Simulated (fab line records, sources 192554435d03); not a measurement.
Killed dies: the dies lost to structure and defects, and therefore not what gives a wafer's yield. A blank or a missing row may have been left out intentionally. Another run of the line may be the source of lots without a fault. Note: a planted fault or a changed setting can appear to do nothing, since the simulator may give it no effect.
A struck lot beside a sound one | flow n5Finfet | 15 steps out of a route of 1938
Sound: the wafers L351.1, L351.4, L351.5. Struck: wafer L356.1. (L356.2, L356.3 of the same lot were not struck and are left out.) The cause comes at the end.
For every step that has rows: the tool of each side, followed by ch and its chambers, followed by its first start. Under that, the readings that differ: sound wafers | struck wafers | difference of the means | sigmas: that difference in standard deviations of wafers without a fault.
alike: readings with means less than 2 such deviations apart, plus words and numbers identical on both sides. not compared: withheld readings, readings lacking a value on some wafer, bounds such as >300 that could conceal the same value, and numbers that have no deviation in the record and whose values overlap.
A row with sigmas, a row that says differs or no value, or rows on one side alone: a step with any of these is where the two part. Numbers that don't overlap but have no deviation are shown without sigmas and don't part them. A reading missing from all wafers of one side parts the sides only when that side holds two or more wafers.

first, 1 step without rows for these wafers: N5_SDB_STRIP_19 (strips in N2/H2).
N5_SDB_STRIP_21: strips in CF4.
  sound on rieDiel-05 ch 0,3, day 4 16:55; struck on rieDiel-06 ch 2, day 5 23:05
  alike: drypumpMotorCurrentA, oesProductAu, rfVppV, showerheadPlenumPTorr, throttleValvePct
  not compared: rfHoursCounterH
N5_SDB_HM_OPEN_20: chemistry CH3F/O2, target SiNx, stops on poly-Si, target depth 24 nm.
  sound on rieDiel-05 ch 0,3, day 4 16:56; struck on rieDiel-06 ch 2, day 5 23:06
reading    | sound       | struck | difference | sigmas
rfVppV (V) | 293 290 289 | 305    | +14        | +2
  alike: drypumpMotorCurrentA, oesProductAu, showerheadPlenumPTorr, throttleValvePct
  not compared: rfHoursCounterH
N5_SDB_STRIP_22: strips in N2/H2.
  sound on plasmaAsher-02 ch 0,1, day 4 17:01; struck on plasmaAsher-01 ch 0, day 5 23:11
reading             | sound             | struck | difference | sigmas
heaterPowerW (W)    | 370 364 372       | 297    | -72        | -2
oesProductAu (a.u.) | 0.708 0.710 0.717 | 0.722  | +0.010     | +2
  alike: drypumpMotorCurrentA, n2FlowSccm, stripTimeToEndpointS, tempC
  not compared: rfHoursCounterH
then, 2 steps without rows for these wafers: N5_SDB_PRECLEAN_23 (cleans in dHF, time 30 s); N5_SDB_DUMMY_REMOVE_24 (chemistry TMAH, target poly-Si, stops on SiO2, target depth 142 nm, time 57 s, rinse time 30 s).
N5_SDB_ETCH_25: etches SiO2 in C4F6/O2, target depth 10 nm, time 3.3 s.
  sound on rieDiel-05 ch 0,1,3, day 4 17:14; struck on rieDiel-05 ch 2, day 5 23:43
  alike: drypumpMotorCurrentA, oesProductAu, rfVppV, showerheadPlenumPTorr, throttleValvePct
  not compared: rfHoursCounterH
N5_SDB_CUT_ETCH_26: etches Si in HBr/Cl2/O2, target depth 129.6 nm, bt time 20 s, time 51.8 s.
  sound on rieSi-06 ch 1,2,3, day 4 17:20; struck on rieSi-05 ch 0, day 5 23:49
  alike: drypumpMotorCurrentA, oesProductAu, throttleValvePct
  not compared: rfHoursCounterH
then, 4 steps without rows for these wafers: N5_SDB_PRECLEAN_38 (cleans in dHF, time 10 s); N5_SDB_PRECLEAN_39 (cleans in O3/DIW, time 45 s); N5_SDB_SRD_28 (time 30 s); N5_SDB_ALD_29 (deposits SiNx, target thk 30 nm, pulse time 1 s, ald cycles 600).
N5_SDB_CMP_30: polishes, stops on poly-Si, t overpolish 1.54 s, target thk 30 nm.
  sound on cmp-04 ch 1,2,3, day 4 20:19; struck on cmp-04 ch 1, day 6 03:01
reading         | sound             | struck | difference | sigmas
platenRpm (rpm) | 51.76 51.81 51.82 | 49.70  | -2.10      | -62
  alike: motorCurrentA, overpolishRunS, timeToEndpointS
N5_SDB_THK_MEAS_31:
  sound on filmMetro-01 at day 4 20:32; struck on filmMetro-01 at day 6 03:16
  alike: SDB_THK
then, 1 step without rows for these wafers: N5_PASSIVATION_PROBE_49.

WHERE THEY PART
Last at N5_SDB_CMP_30 as far as this record goes, first at N5_SDB_HM_OPEN_20. Later steps at which nothing parts them and some readings are alike: N5_SDB_THK_MEAS_31.

WHY: the cause the simulator had injected
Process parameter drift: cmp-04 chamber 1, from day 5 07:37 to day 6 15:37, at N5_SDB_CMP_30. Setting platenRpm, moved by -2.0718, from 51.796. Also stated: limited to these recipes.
